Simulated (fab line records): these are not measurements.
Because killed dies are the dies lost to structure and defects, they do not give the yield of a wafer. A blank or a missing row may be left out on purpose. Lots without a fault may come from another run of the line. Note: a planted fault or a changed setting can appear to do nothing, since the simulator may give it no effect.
Chamber matching || flow nand-harc || 4 sister chambers for NHARC_A_BLC_CMP_25 on cmp-01
The step polishes, t overpolish 30 s, target thk 150 nm. 4 wafers are shown with their chamber, then 10 later ones without.

WAFERS PAIRED WITH THEIR CHAMBERS
{"wafer": "L081.1", "chamber": 1, "motor-current-A (A)": 11.5}
{"wafer": "L084.5", "chamber": 3, "motor-current-A (A)": 12.6}
{"wafer": "L083.2", "chamber": 0, "motor-current-A (A)": 11.8}
{"wafer": "L083.3", "chamber": 2, "motor-current-A (A)": 10.6}

WAFERS WITH NO CHAMBER GIVEN
{"wafer": "L083.5", "motor-current-A (A)": 11.1}
{"wafer": "L086.1", "motor-current-A (A)": 11.6}
{"wafer": "L086.3", "motor-current-A (A)": 12.3}
{"wafer": "L086.6", "motor-current-A (A)": 11.5}
{"wafer": "L091.2", "motor-current-A (A)": 12.6}
{"wafer": "L091.5", "motor-current-A (A)": 12.0}
{"wafer": "L091.6", "motor-current-A (A)": 11.4}
{"wafer": "L095.3", "motor-current-A (A)": 11.5}
{"wafer": "L095.4", "motor-current-A (A)": 11.3}
{"wafer": "L095.5", "motor-current-A (A)": 10.5}

WHICH CHAMBER EACH ONE RAN IN
{"wafer": "L083.5", "from the rows above": "can't be placed: 1 or 2 or 0", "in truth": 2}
{"wafer": "L086.1", "from the rows above": "can't be placed: 1 or 0", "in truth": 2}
{"wafer": "L086.3", "from the rows above": "can't be placed: 3 or 0", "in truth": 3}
{"wafer": "L086.6", "from the rows above": "can't be placed: 1 or 0", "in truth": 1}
{"wafer": "L091.2", "from the rows above": 3, "in truth": 3}
{"wafer": "L091.5", "from the rows above": "can't be placed: 0 or 1", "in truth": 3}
{"wafer": "L091.6", "from the rows above": "can't be placed: 1 or 0", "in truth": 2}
{"wafer": "L095.3", "from the rows above": "can't be placed: 1 or 0", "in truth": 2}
{"wafer": "L095.4", "from the rows above": "can't be placed: 1 or 0", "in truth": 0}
{"wafer": "L095.5", "from the rows above": 2, "in truth": 2}
Correctly placed: 2 of 10. Cannot be placed on the basis of these rows: 8; the candidates contain the true chamber in 4. 0 placed wrongly.
How it was worked out, from the rows above alone: a wafer's distance from a chamber is the root of the sum, over the readings, of the square of ((its reading less the chamber's mean) divided by the reading's scatter). If the next closest chamber is less than 2 further off than the closest, the wafer can't be placed; otherwise it belongs to the closest. The mean given for a chamber averages the wafers shown for that chamber. The scatter (one wafer shown for each chamber): square how far every hidden wafer sits from the nearest shown wafer, average those squares and take the square root.
